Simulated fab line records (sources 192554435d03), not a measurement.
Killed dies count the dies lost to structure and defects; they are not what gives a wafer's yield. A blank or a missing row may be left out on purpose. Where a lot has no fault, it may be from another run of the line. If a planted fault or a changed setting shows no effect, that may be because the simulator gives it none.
fab line records | flow n5Finfet
[record] lots = 5 wafers = 15 lastDay = 16
route steps=1938 shown BEOL_M1@788 BEOL_M4@1111
lots that met no fault: taken from a fault-free run of the same line
startH: start of the lot's first displayed wafer, in hours after the record's first day | waitH: time in hours since the lot's previous step | " identical to the entry in the row above | L1.1+2: a row that stands for several wafers | - either no value or no given start | * or withheld: withheld | < > ~ a bound
route shown NAME@n: names a module that has steps shown in the file, with the first one's number in the route | usual: mean/standard deviation taken from wafers without a fault | same: alike in all rows | chamber/n: place in a boat | sites: the reading at each site | _std_site: how widely they spread, as a standard deviation | _edge_site: mean of outer sites minus mean of inner sites | radiusMm: how far each site lies from the wafer's centre | mask NAME#n: copy n | behind: the most recent tool/chamber to have shaped the wafer | hold: what put the lot on hold/how long, in hours/how the hold closed | device: the transistor (n, p or np) that didn't switch | end of line: the same wafers' tests at the end of the route | where a step has no rows: the recipe by itself | killed: dies lost to structure and defects at the first sort, not the wafer's yield | map: shows each die of a wafer: x if killed, . if not, _ if none is there
set.NAME: the run value of the setting; set.NAME@STEP: its run value at that earlier step | model.NAME: the simulator's own value behind a step, which no gauge read
lots seen at some steps along the route; tables by step, rows by wafer
services: from which hour (startH, from the record's first day; less than 0 if before it) a tool's chamber was out of use, for how many hours, and why
[[steps]]
[step N5_BEOL_M1_INSPECT_30]
[recipe] mode = adi inspectInstrument = brightfield
[usual] rawDefectCount = 410/110
// columns lot.wafer tool chamber startH waitH rawDefectCount
L256.2 defectInspect-02 - 130.89 0.0 458
L256.4 " - " " 298
L256.6 " - " " 260
L266.1 defectInspect-02 - 189.28 0.1 434
L266.2 " - " " 415
L266.5 " - " " 391
L271.3 defectInspect-02 - 218.75 0.0 251
L271.4 " - " " 291
L271.6 " - " " 278
L274.1 defectInspect-02 - 250.47 0.1 336
L274.3 " - " " 482
L274.6 " - " " 318
L276.2 defectInspect-01 - 254.62 0.0 473
L276.5 " - " " 625
L276.6 " - " " 540
[step N5_BEOL_M1_DESCUM_33]
[recipe] chemistry = O2 timeS = 7 sourcePowerW = 50 biasPowerW = 20 pressureMtorr = 20 rfFrequencyHz = 2.712e+07 tempC = 40 resist = CAR-EUV o2FlowSccm = 225
[usual] drypumpMotorCurrentA = 5.9/0.41 oesProductAu = 0.76/0.078 rfFwdPowerW = 49.43/0.24 rfVppV = 243.4/1.4 showerheadPlenumPTorr = 2.12/0.067 throttleValvePct = 20.59/0.25
// columns lot.wafer tool chamber startH waitH drypumpMotorCurrentA oesProductAu rfFwdPowerW rfHoursCounterH rfVppV showerheadPlenumPTorr throttleValvePct
L256.2 rieDiel-03 3 131.29 0.4 6.5 0.92 49.67 19 244.5 2.24 20.23
L256.4 " 1 " " 5.7 0.74 49.04 159 243.3 2.10 20.83
L256.6 " 2 " " 6.4 0.74 48.90 - 243.7 2.10 20.44
L266.1 rieDiel-01 0 189.32 0.0 5.1 0.74 49.45 177 244.4 2.20 20.55
L266.2 " 3 " " 6.4 0.67 49.37 246 241.2 2.03 20.38
L266.5 " 2 " " 5.4 0.85 49.04 - 244.2 2.12 20.64
L271.3 rieDiel-02 2 218.78 0.0 6.0 0.74 49.85 190 244.1 2.17 20.62
L271.4 " 2 " " 6.0 0.74 49.45 - 244.9 2.17 20.61
L271.6 " 3 " " 5.8 0.68 49.61 - 241.6 2.08 21.05
L274.1 rieDiel-01 1 250.50 0.0 5.6 0.92 49.73 15 241.7 2.08 20.18
L274.3 " 2 " " 5.4 0.83 49.13 91 244.1 2.11 20.67
L274.6 " 0 " " 5.1 0.72 49.61 - 242.8 2.19 20.59
L276.2 rieDiel-03 2 254.66 0.0 6.4 0.72 48.98 186 242.4 2.09 20.48
L276.5 " 3 " " 6.6 0.85 49.67 - 244.8 2.22 20.28
L276.6 " 2 " " 6.4 0.71 49.18 - 244.4 2.09 20.51
[step N5_BEOL_M1_ETCH_77]
[recipe] chemistry = N2/H2 target = underlayer targetDepthA = 65 maskMaterial = CAR-EUV timeS = 5.2 ionEnergyEv = 200 pressureMtorr = 30 sourceW = 840 biasW = 150 n2FlowSccm = 200 h2FlowSccm = 200 ends = cleared
[usual] drypumpMotorCurrentA = 5.9/0.41 etchRfOnTimeS = 5.22/0.2 oesProductAu = 0.65/0.068 rfFwdPowerW = 818.7/2.7 rfVppV = 524.4/2.6 showerheadPlenumPTorr = 2.56/0.085 throttleValvePct = 17.99/0.29
// columns lot.wafer tool chamber startH waitH drypumpMotorCurrentA etchRfOnTimeS oesProductAu rfFwdPowerW rfHoursCounterH rfVppV showerheadPlenumPTorr throttleValvePct
L256.2 rieDiel-03 3 131.32 0.0 6.6 5.47 0.77 818.2 19 530.3 2.70 17.55
L256.4 " 1 " " 5.7 5.40 0.62 815.5 159 523.1 2.53 18.11
L256.6 " 2 " " 6.4 5.13 0.65 821.1 - 524.5 2.52 17.63
L266.1 rieDiel-01 0 189.35 0.0 5.1 5.03 0.64 817.8 177 527.0 2.64 17.83
L266.2 " 3 " " 6.4 5.40 0.57 817.8 246 523.3 2.50 17.89
L266.5 " 2 " " 5.5 5.01 0.74 819.2 - 525.1 2.59 18.32
L271.3 rieDiel-02 2 218.82 0.0 5.9 5.18 0.62 819.0 190 526.6 2.64 18.17
L271.4 " 2 " " 6.0 5.20 0.63 816.9 - 526.2 2.64 18.16
L271.6 " 3 " " 5.8 5.10 0.58 818.0 - 523.5 2.50 18.46
L274.1 rieDiel-01 1 250.54 0.0 5.7 5.10 0.80 818.1 15 522.9 2.50 17.53
L274.3 " 2 " " 5.4 4.97 0.72 815.6 91 525.7 2.58 18.37
L274.6 " 0 " " 5.1 5.08 0.61 818.2 - 526.0 2.63 17.91
L276.2 rieDiel-03 2 254.69 0.0 6.4 5.12 0.61 819.2 186 523.8 2.51 17.70
L276.5 " 3 " " 6.6 5.53 0.72 817.9 - 528.8 2.68 17.65
L276.6 " 2 " " 6.4 5.10 0.62 816.1 - 522.7 2.51 17.70
[step N5_BEOL_M1_ETCH_69]
[recipe] chemistry = CF4 target = SiARC targetDepthA = 156 maskMaterial = CAR-EUV timeS = 26 ionEnergyEv = 80 pressureMtorr = 40 sourceW = 545 biasW = 36 Ar_flow_sccm = 100 cf4FlowSccm = 100 ends = cleared
[step N5_BEOL_M1_ALD_98]
[recipe] material = SiO2 targetThkA = 25 tempC = 100 aldPrecursorFamily = BDEAS aldCoReactant = O2-plasma pulseTimeS = 1 coReactantPulseTimeS = 1 purgeTimeS = 2 coReactantPurgeTimeS = 2 aldCycles = 17 pressureTorr = 2
[usual] heaterPowerW = 76/10 precursorPulseHeightRel = 1.004/0.019
// columns lot.wafer tool chamber startH waitH heaterPowerW precursorPulseHeightRel
L256.2 aldSin-04 3 131.42 0.1 65 1.015
L256.4 " 1 " " 68 0.991
L256.6 " 2 " " 77 0.991
L266.1 aldSin-02 1 189.51 0.1 108 0.988
L266.2 " 3 " " 78 1.055
L266.5 " 2 " " 75 1.026
L271.3 aldSin-02 3 219.02 0.2 77 1.016
L271.4 " 1 " " 107 1.001
L271.6 " 0 " " 88 0.989
L274.1 aldSin-02 0 250.64 0.1 91 1.004
L274.3 " 3 " " 79 0.993
L274.6 " 3 " " 80 0.997
L276.2 aldSin-01 3 254.79 0.1 79 1.024
L276.5 " 2 " " 74 1.004
L276.6 " 3 " " 77 0.988
[step N5_BEOL_M1_ETCHBACK_99]
[recipe] chemistry = CHF3 target = SiO2 targetDepthA = 50 timeS = 10.4 sourceW = 215 biasW = 47 Ar_flow_sccm = 200 CHF3_flow_sccm = 12 ionEnergyEv = 100 pressureMtorr = 30
[step N5_BEOL_M1_ETCH_70]
[recipe] chemistry = N2/H2 target = SOC targetDepthA = 800 overetchA = 160 maskMaterial = SiARC tempC = 40 timeS = 120 ionEnergyEv = 200 pressureMtorr = 30 sourceW = 840 biasW = 150 n2FlowSccm = 200 h2FlowSccm = 200
[usual] drypumpMotorCurrentA = 5.8/0.41 oesProductAu = 0.59/0.064 rfFwdPowerW = 836/3.1 rfVppV = 524.6/2.1 showerheadPlenumPTorr = 2.57/0.078 throttleValvePct = 17.93/0.3
// columns lot.wafer tool chamber startH waitH drypumpMotorCurrentA oesProductAu rfFwdPowerW rfHoursCounterH rfVppV showerheadPlenumPTorr throttleValvePct
L256.2 rieDiel-01 3 137.17 0.0 6.3 0.54 835 229 522.2 2.50 17.79
L256.4 " 2 " " 5.4 0.67 832 50 525.4 2.60 18.28
L256.6 " 0 " " 5.1 0.57 835 - 526.1 2.65 17.77
L266.1 rieDiel-02 0 194.03 0.0 6.0 0.52 835 248 525.8 2.62 18.20
L266.2 " 3 " " 5.7 0.52 835 214 523.1 2.50 18.39
L266.5 " 2 " " 6.0 0.57 835 - 527.2 2.65 18.12
L271.3 rieDiel-02 1 222.94 0.0 5.7 0.55 835 204 519.9 2.41 18.12
L271.4 " 0 " " 5.9 0.75 836 - 525.7 2.62 17.62
L271.6 " 2 " " 6.0 0.56 839 - 525.5 2.64 18.13
L274.1 rieDiel-03 1 251.74 0.0 5.7 0.55 838 190 522.9 2.51 18.11
L274.3 " 3 " " 6.6 0.67 837 54 529.8 2.68 17.60
L274.6 " 1 " " 5.7 0.55 836 - 522.8 2.51 18.11
L276.2 rieDiel-03 1 255.55 0.0 5.7 0.55 833 191 523.5 2.51 18.12
L276.5 " 3 " " 6.6 0.66 834 - 529.0 2.68 17.60
L276.6 " 0 " " 6.1 0.57 836 - 525.8 2.62 17.55
[step N5_BEOL_M1_STRIP_71]
[recipe] chemistry = N2/H2 tempC = 40 n2FlowSccm = 200 h2FlowSccm = 200 rfFrequencyHz = 6e+07
[step N5_BEOL_M1_STRIP_78]
[recipe] chemistry = N2/H2 tempC = 40 n2FlowSccm = 200 h2FlowSccm = 200 rfFrequencyHz = 6e+07
[step N5_BEOL_M1_VIA_ETCH_34]
[recipe] chemistry = C4F6/O2 targetDepthA = 678 maskMaterial = SOC pressureMtorr = 15 ionEnergyEv = 250 taperDeg = 4 timeS = 64.4 sourceW = 350 biasW = 170 Ar_flow_sccm = 300 C4F6_flow_sccm = 10 O2_flow_sccm = 10
[usual] drypumpMotorCurrentA = 5.8/0.41 oes_ar_750_au = 0.77/0.085 oes_f_703_au = 0.78/0.089 oes_o_777_au = 0.78/0.09 oesProductAu = 0.76/0.088 rfFwdPowerW = 347.1/1.3 rfVppV = 660/23 showerheadPlenumPTorr = 2.86/0.083 throttleValvePct = 30.7/0.34
// columns lot.wafer tool chamber startH waitH drypumpMotorCurrentA oes_ar_750_au oes_f_703_au oes_o_777_au oesProductAu rfFwdPowerW rfHoursCounterH rfVppV showerheadPlenumPTorr throttleValvePct
L256.2 rieDiel-01 3 137.27 0.0 6.4 0.69 0.68 0.69 0.69 347.9 229 660 2.79 30.7
L256.4 " 2 " " 5.4 0.88 0.88 0.88 0.89 347.6 50 681 2.87 30.9
L256.6 " 0 " " 5.1 0.76 0.77 0.78 0.76 347.1 - 650 2.96 30.7
L266.1 rieDiel-02 0 194.13 0.0 6.0 0.69 0.71 0.71 0.70 346.1 248 696 2.88 30.9
L266.2 " 3 " " 5.8 0.68 0.67 0.67 0.69 347.3 214 693 2.80 31.2
L266.5 " 2 " " 6.0 0.74 0.74 0.75 0.74 346.7 - 661 2.95 31.1
L271.3 rieDiel-02 1 223.04 0.0 5.7 0.72 0.72 0.73 0.70 346.9 204 635 2.73 31.0
L271.4 " 0 " " 5.9 0.98 1.01 1.02 1.01 347.6 - 696 2.88 30.1
L271.6 " 2 " " 6.0 0.73 0.73 0.74 0.74 347.9 - 660 2.95 31.1
L274.1 rieDiel-03 1 251.84 0.0 5.7 0.72 0.72 0.72 0.71 344.8 190 652 2.80 31.1
L274.3 " 3 " " 6.6 0.86 0.85 0.85 0.84 349.1 54 669 3.01 30.5
L274.6 " 1 " " 5.7 0.71 0.71 0.72 0.71 344.9 - 652 2.80 31.1
L276.2 rieDiel-03 1 255.65 0.0 5.7 0.71 0.72 0.72 0.71 345.5 191 652 2.80 31.1
L276.5 " 3 " " 6.6 0.86 0.85 0.85 0.85 346.2 - 671 3.01 30.5
L276.6 " 0 " " 6.1 0.73 0.73 0.74 0.73 347.3 - 644 2.93 30.3
[step N5_BEOL_M1_STRIP_83]
[recipe] chemistry = C4F6/O2 resist = SiARC rfFrequencyHz = 6e+07
[step N5_BEOL_M1_STRIP_36]
[recipe] chemistry = N2/H2 powerW = 450 tempC = 40 pressureMtorr = 20 rfFrequencyHz = 6e+07 overashFraction = 0.3 biasPowerW = 7 h2Frac = 0.5 n2FlowSccm = 200 h2FlowSccm = 200
[step N5_BEOL_M1_TRENCH_ETCH_37]
[recipe] chemistry = C4F6/O2 targetDepthA = 552.07 target = SiOC timeS = 29 ionEnergyEv = 250 pressureMtorr = 30 sourceW = 355 biasW = 185 Ar_flow_sccm = 300 C4F6_flow_sccm = 10 O2_flow_sccm = 10
[usual] drypumpMotorCurrentA = 5.8/0.41 oes_ar_750_au = 0.77/0.084 oes_f_703_au = 0.78/0.089 oes_o_777_au = 0.78/0.089 oesProductAu = 0.76/0.087 rfFwdPowerW = 350.4/1.7 rfVppV = 660/23 showerheadPlenumPTorr = 2.87/0.082 throttleValvePct = 20.88/0.25
// columns lot.wafer tool chamber startH waitH drypumpMotorCurrentA oes_ar_750_au oes_f_703_au oes_o_777_au oesProductAu rfFwdPowerW rfHoursCounterH rfVppV showerheadPlenumPTorr throttleValvePct model.BEOL_M1.featureDepthNm model.etch.depthNm
L256.2 rieDiel-01 3 137.37 - 6.4 0.70 0.69 0.69 0.68 351.7 229 661 2.79 20.84 53 52.97
L256.4 " 2 " " 5.5 0.88 0.88 0.88 0.89 347.8 50 682 2.87 20.99 56.6 56.65
L256.6 " 0 " " 5.1 0.76 0.77 0.78 0.75 349.1 - 651 2.97 20.84 55.8 55.79
L266.1 rieDiel-02 0 194.23 - 5.9 0.69 0.71 0.71 0.69 347.5 248 698 2.88 20.92 56.4 56.35
L266.2 " 3 " " 5.7 0.68 0.66 0.67 0.69 351.4 214 696 2.80 21.27 55.2 55.19
L266.5 " 2 " " 6.0 0.74 0.74 0.75 0.75 349.7 - 661 2.95 21.03 55.8 55.88
L271.3 rieDiel-02 1 223.14 - 5.7 0.72 0.72 0.74 0.69 351.7 204 636 2.73 21.22 52.8 52.74
L271.4 " 0 " " 6.0 1.29 1.74 1.68 1.12 563.6 - 553 2.88 20.44 68 68.04
L271.6 " 2 " " 6.0 0.73 0.73 0.74 0.74 351.5 - 663 2.95 21.04 55.8 55.74
L274.1 rieDiel-03 1 251.94 - 5.7 0.71 0.72 0.71 0.71 348.7 190 652 2.81 21.12 53.4 53.41
L274.3 " 3 " " 6.6 0.85 0.84 0.85 0.85 351.0 54 669 3.01 20.71 53.2 53.16
L274.6 " 1 " " 5.7 0.71 0.71 0.71 0.71 348.4 - 652 2.81 21.10 53.8 53.78
L276.2 rieDiel-03 1 255.75 - 5.7 0.70 0.72 0.72 0.71 350.5 191 654 2.81 21.11 54.2 54.21
L276.5 " 3 " " 6.6 0.86 0.83 0.85 0.85 352.9 - 671 3.01 20.70 53 53.09
L276.6 " 0 " " 6.1 0.73 0.73 0.73 0.72 352.0 - 647 2.93 20.62 52.8 52.83
[step N5_BEOL_M1_ETCH_41]
[recipe] chemistry = CH3F/O2 target = SiCN targetDepthA = 319 taperDeg = 2 timeS = 57.8 ionEnergyEv = 120 maskMaterial = TiN pressureMtorr = 30 sourceW = 395 biasW = 75 Ar_flow_sccm = 150 CH3F_flow_sccm = 30 O2_flow_sccm = 20
[step N5_BEOL_M1_STRIP_97]
[recipe] chemistry = N2/H2 timeS = 10 powerW = 450 tempC = 40 pressureMtorr = 20 rfFrequencyHz = 6e+07 biasPowerW = 7 n2FlowSccm = 200 h2FlowSccm = 200
[step N5_BEOL_M1_OCD_MEAS_38]
[usual] trenchDepthNm = 54.8/1.6
// columns lot.wafer tool chamber startH waitH trenchDepthNm
L256.2 ocd-01 - 137.53 - 52.4
L256.4 " - " " 56.3
L256.6 " - " " 56.0
L266.1 ocd-02 - 194.39 - 56.3
L266.2 " - " " 55.3
L266.5 " - " " 56.0
L271.3 ocd-02 - 223.30 - 52.3
L271.4 " - " " 67.8
L271.6 " - " " 55.9
L274.1 ocd-01 - 252.09 - 54.3
L274.3 " - " " 53.3
L274.6 " - " " 53.1
L276.2 ocd-01 - 255.91 - 54.6
L276.5 " - " " 53.5
L276.6 " - " " 52.4
[step N5_BEOL_M1_HM_STRIP_39]
[recipe] chemistry = peroxideTinStrip material = TiN targetDepthA = 250 tempC = 50 timeS = 158
[step N5_BEOL_M4_RC_MEAS_101]
[usual] DIBL_N = 36.8/2.2 DIBL_P = 37.0/2.8 IOFF_N = 0.18/0.043 IOFF_P = 0.23/0.05 ION_N = 680/14 ION_P = 466/9.1 SS_N = 71.7/0.74 SS_P = 73.5/0.79 VT_N = 248/4 VT_P = -249/4.1
// columns lot.wafer tool chamber startH waitH DIBL_N[mV/V] DIBL_P[mV/V] IOFF_N[nA/um] IOFF_P[nA/um] ION_N[uA/um] ION_P[uA/um] SS_N[mV/dec] SS_P[mV/dec] VT_N[mV] VT_P[mV]
L256.2 prober-02 0 177.73 0.2 40.2 40.4 0.23 0.26 689 467 72.2 74.0 244 -250
L256.4 " 0 " " 39.7 40.0 0.22 0.25 684 464 72.6 74.9 245 -251
L256.6 " 0 " " 36.5 35.5 0.14 0.19 670 459 70.8 73.4 248 -252
L266.1 prober-02 0 232.60 0.0 36.4 35.0 0.17 0.24 679 469 71.4 74.1 249 -243
L266.2 " 0 " " 37.6 38.2 0.19 0.32 686 477 71.2 74.0 248 -241
L266.5 " 0 " " 36.4 36.1 0.17 0.27 683 484 71.3 74.1 246 -242
L271.3 prober-02 0 255.53 0.3 40.1 37.2 0.20 0.20 672 447 73.7 73.9 252 -253
L271.4 " 0 " " 39.3 38.8 0.22 0.23 681 464 72.1 73.5 244 -251
L271.6 " 0 " " 40.2 38.2 0.23 0.22 689 453 73.5 74.5 246 -250
L274.1 prober-01 0 284.51 0.0 38.5 37.3 0.21 0.24 673 461 71.9 73.1 248 -246
L274.3 " 0 " " 39.8 40.3 0.25 0.30 703 480 72.1 73.8 242 -242
L274.6 " 0 " " 36.5 37.5 0.17 0.24 676 468 72.0 73.3 248 -248
L276.2 prober-01 0 291.65 0.2 38.2 36.8 0.20 0.21 685 460 73.4 73.5 249 -253
L276.5 " 0 " " 39.9 39.7 0.23 0.27 689 469 73.1 74.4 244 -247
L276.6 " 0 " " 35.9 35.6 0.16 0.20 680 461 71.6 73.0 252 -253
[[services]]
// columns tool chamber startH hours kind
rieDiel-01 0 140.58 7.1 repair
aldSin-04 0 141.81 9.5 repair
rieDiel-01 - 143.86 3.3 repair
rieDiel-03 1 147.36 3.3 repair
rieDiel-03 - 160.73 0.5 repair
rieDiel-01 1 187.49 - clean
rieDiel-01 1 187.49 - consumableReplace:focusRing
rieDiel-01 1 187.49 23.4 scheduledDown
rieDiel-01 1 187.49 23.4 ventCycle
rieDiel-03 - 198.08 1.1 repair
rieDiel-03 - 199.54 2.6 repair
rieDiel-02 0 201.57 - clean
rieDiel-02 0 201.57 - consumableReplace:focusRing
rieDiel-02 0 201.57 21.2 scheduledDown
rieDiel-02 0 201.57 21.2 ventCycle
rieDiel-01 3 213.02 48.6 repair
rieDiel-03 0 216.61 2.9 repair
[[key]]
[firstSign] step = N5_BEOL_M1_TRENCH_ETCH_37 reading = rfFwdPowerW direction = up sigmas = 99+ usual = * struck = *
[effect] step = N5_BEOL_M1_TRENCH_ETCH_37 reading = oes_f_703_au direction = up sigmas = 11 usual = 0.78 struck = 1.74
[effect] step = N5_BEOL_M1_OCD_MEAS_38 reading = trenchDepthNm direction = up sigmas = 8.2 usual = 54.8 struck = 67.8
[modelEffect] step = N5_BEOL_M1_TRENCH_ETCH_37 value = BEOL_M1.featureDepthNm without = 56.6 struck = 68
metAt N5_BEOL_M1_TRENCH_ETCH_37
struckWafers L271.4
onsetBetween 194.23 223.14
[fault] kind = processParameterDrift tool = rieDiel-02 chamber = 0 onsetH = 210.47 steps = N5_BEOL_M1_TRENCH_ETCH_37 channel = sourceW offset = 213 shape = step endH = 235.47 actsIn = theseRecipesOnly stated = 355
